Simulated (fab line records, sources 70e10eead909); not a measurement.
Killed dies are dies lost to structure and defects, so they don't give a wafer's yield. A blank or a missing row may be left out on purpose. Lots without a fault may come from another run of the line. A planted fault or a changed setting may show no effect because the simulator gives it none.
A struck lot beside a sound one | flow nand_harc | 33 steps out of a route of 1159
Sound: wafers L787.2, L787.3, L787.4. Struck: wafer L803.3. (L803.1 of the same lot was not struck and is left out.) The cause comes at the end.
At each step with rows: each side's tool, then ch and its chambers, then its first start. Under that, the readings that differ: sound wafers | struck wafers | difference of the means | sigmas: that difference in standard deviations of wafers without a fault.
alike: readings whose means differ by less than 2 such deviations, and words and numbers that are the same on both sides. not compared: withheld readings, readings that some wafer has no value for, bounds like >300 that may hide the same value, and numbers for which the record gives no deviation and whose values overlap.
The two part at a step that has a row with sigmas, a row that says differs or no value, or rows on one side only. Numbers that don't overlap but have no deviation are shown without sigmas and don't part them. A reading that every wafer of one side lacks parts them only if that side has two wafers or more.

first, 9 steps without rows for these wafers: NHARC_A_M1_DESCUM_14 (chemistry O2, time 3 s); NHARC_A_M1_ETCH_35 (etches the open film in N2/H2, target depth 40 nm, overetch 12 nm, time 43.94 s); NHARC_A_M1_ETCH_15 (etches the open film in C4F8/Ar, target depth 182.5 nm, time 91.2 s); NHARC_A_M1_STRIP_18 (strips in N2/H2); NHARC_A_M1_ETCH_28 (etches the open film in CF4/N2, target depth 30 nm, time 72.99 s); NHARC_A_M1_STRIP_19 (strips in post etch residue remover, time 600 s); NHARC_A_M1_DEGAS_29 (time 60 s); NHARC_A_M1_PRE_CLEAN_30 (time 30 s); NHARC_A_M1_PVD_20 (deposits TaN, target thk 5 nm, time 8.06 s).
NHARC_A_M1_PVD_21: deposits Cu, target thk 30 nm, time 20.49 s.
  sound on pvd_sputter-02, day 18 09:32; struck on pvd_sputter-02, day 22 15:42
  alike: cathode_dc_power_W, throttle_valve_pct
then, 22 steps without rows for these wafers: NHARC_A_M1_ECD_22 (material Cu, target thk 400 nm); NHARC_A_M1_ANNEAL_31 (time 90 s); NHARC_A_M1_CMP_23 (polishes, t overpolish 20 s, target thk 154.34 nm); NHARC_A_M1_SRD_25; NHARC_A_M1_PRE_CLEAN_32 (time 12 s); NHARC_A_M1_DEP_33 (deposits SiCN, target thk 30 nm); NHARC_A_BONDPAD_DEP_00 (deposits SiCN, target thk 250 nm); NHARC_A_BONDPAD_CMP_29 (polishes SiCN, target thk 200 nm); NHARC_A_BONDPAD_SRD_31; NHARC_A_BONDPAD_DEHYDRATE_01 (time 120 s); NHARC_A_BONDPAD_HMDS_02 (time 30 s); NHARC_A_BONDPAD_COAT_33 (time 65 s); NHARC_A_BONDPAD_COAT_03 (resist thk 600 nm); NHARC_A_BONDPAD_SOFTBAKE_04 (time 70 s); NHARC_A_BONDPAD_EBR_05; NHARC_A_BONDPAD_EXPOSE_06 (exposes mask A BPAD); NHARC_A_BONDPAD_PEB_07 (peb time 80 s); NHARC_A_BONDPAD_DEVELOP_08 (time 50 s); NHARC_A_BONDPAD_HARDBAKE_10 (time 65 s); NHARC_A_BONDPAD_DESCUM_11 (chemistry O2, time 3 s); NHARC_A_BONDPAD_ETCH_34 (etches the open film in N2/H2, target depth 60 nm, overetch 18 nm, time 65.91 s); NHARC_A_BONDPAD_ETCH_12 (etches the open film in CHF3/O2, target depth 220 nm, time 110 s).
NHARC_END_SORT_01:
  the record has rows for the struck wafers here (prober-01 ch 0, day 24 07:26) and none for the sound ones

WHERE THEY PART
Only at NHARC_END_SORT_01, within this record.

WHY: what the simulator had put in
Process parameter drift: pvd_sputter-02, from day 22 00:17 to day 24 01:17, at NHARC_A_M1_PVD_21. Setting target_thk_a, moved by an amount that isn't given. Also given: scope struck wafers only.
